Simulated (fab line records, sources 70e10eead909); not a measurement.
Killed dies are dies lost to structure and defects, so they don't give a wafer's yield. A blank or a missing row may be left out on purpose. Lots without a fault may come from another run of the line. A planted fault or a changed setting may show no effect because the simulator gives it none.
Problem report in the 8D (eight disciplines) form, filled by code | flow nand_harc | the parts of the form that need people (team, actions taken, sign-off) are left out

1. THE PROBLEM
rf_fwd_power_W at NHARC_A_CONTACT_DEP_24 reads a mean of 538.0 W on 6 wafers of 2 lots; wafers without a fault read 897.7 W with a standard deviation of 2.6. That is -99 or more standard deviations from the usual mean.
The step: deposits SiO2, target thk 500 nm.
First seen on wafer L915.1, day 28 14:51, on pecvd-01. The record holds 39 wafers of 13 lots with a number at this step. Rule for "out", or "out of limits": more than 4 standard deviations from the usual mean. The other wafers with a number count as sound.

2. WHAT IT IS AND WHAT IT IS NOT
question                    | is                     | is not
which readings at this step | rf_fwd_power_W         | -
which lots                  | L914, L915             | L897, L898, L900, L901, L902, L906, L907, L908, L913, L918, L919
which wafers of those lots  | all that have a number | -
read on which tools         | pecvd-01               | pecvd-02
when                        | from day 28 14:51      | up to then (27 sound wafers); but 6 sound wafers of L918, L919 came after

3. SUSPECTS, AND WHAT RULES EACH OUT
Counting: a tool at a process step up to the reading stays a suspect if it ran every lot that is out and no sound lot after the first of them.
- pecvd-01 at NHARC_A_CONTACT_DEP_24 (deposits SiO2, target thk 500 nm): kept. It ran every lot that is out, first L915 (day 28 14:51), and no sound lot after that; its last sound lot up to then is L908 (day 26 00:13). Its own readings are out on those wafers: rf_fwd_power_W.
Left after counting: pecvd-01 at NHARC_A_CONTACT_DEP_24.

4. THE CAUSE (what the simulator had put in)
Process parameter drift: pecvd-01, from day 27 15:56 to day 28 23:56, at NHARC_A_CONTACT_DEP_24. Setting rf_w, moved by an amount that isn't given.
Counting left only this tool.

5. THE CHAIN OF EFFECTS, in route order
Each row: a reading whose mean over the struck wafers that have a number lies more than 3 standard deviations from the usual. Only readings for which the record gives a usual standard deviation are gone through. hours: the time from each lot's start at the first step in this table that gives one to its start at this step, as a median over the lots. sigmas: the change in usual standard deviations.
hours | step                   | reading          | usual   | on struck wafers | change | sigmas
0     | NHARC_A_CONTACT_DEP_24 | rf_fwd_power_W   | 897.7 W | 538.0            | -359.7 | -99 or more
0     | NHARC_A_CONTACT_DEP_24 | showerhead_vpp_V | 1810 V  | 1409             | -401   | -4.7
The process steps in it:
- NHARC_A_CONTACT_DEP_24: deposits SiO2, target thk 500 nm.
Later measuring or inspecting steps at which every struck wafer that the step has a row for has a number for every such reading, and none has moved that far: NHARC_A_CONTACT_CD_MEAS_42, NHARC_A_CONTACT_OVL_MEAS_43.

6. WHAT WOULD HAVE CAUGHT IT SOONER
In this record the first reading out of limits was taken at day 28 14:51, 23 hours after the fault began at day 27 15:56.
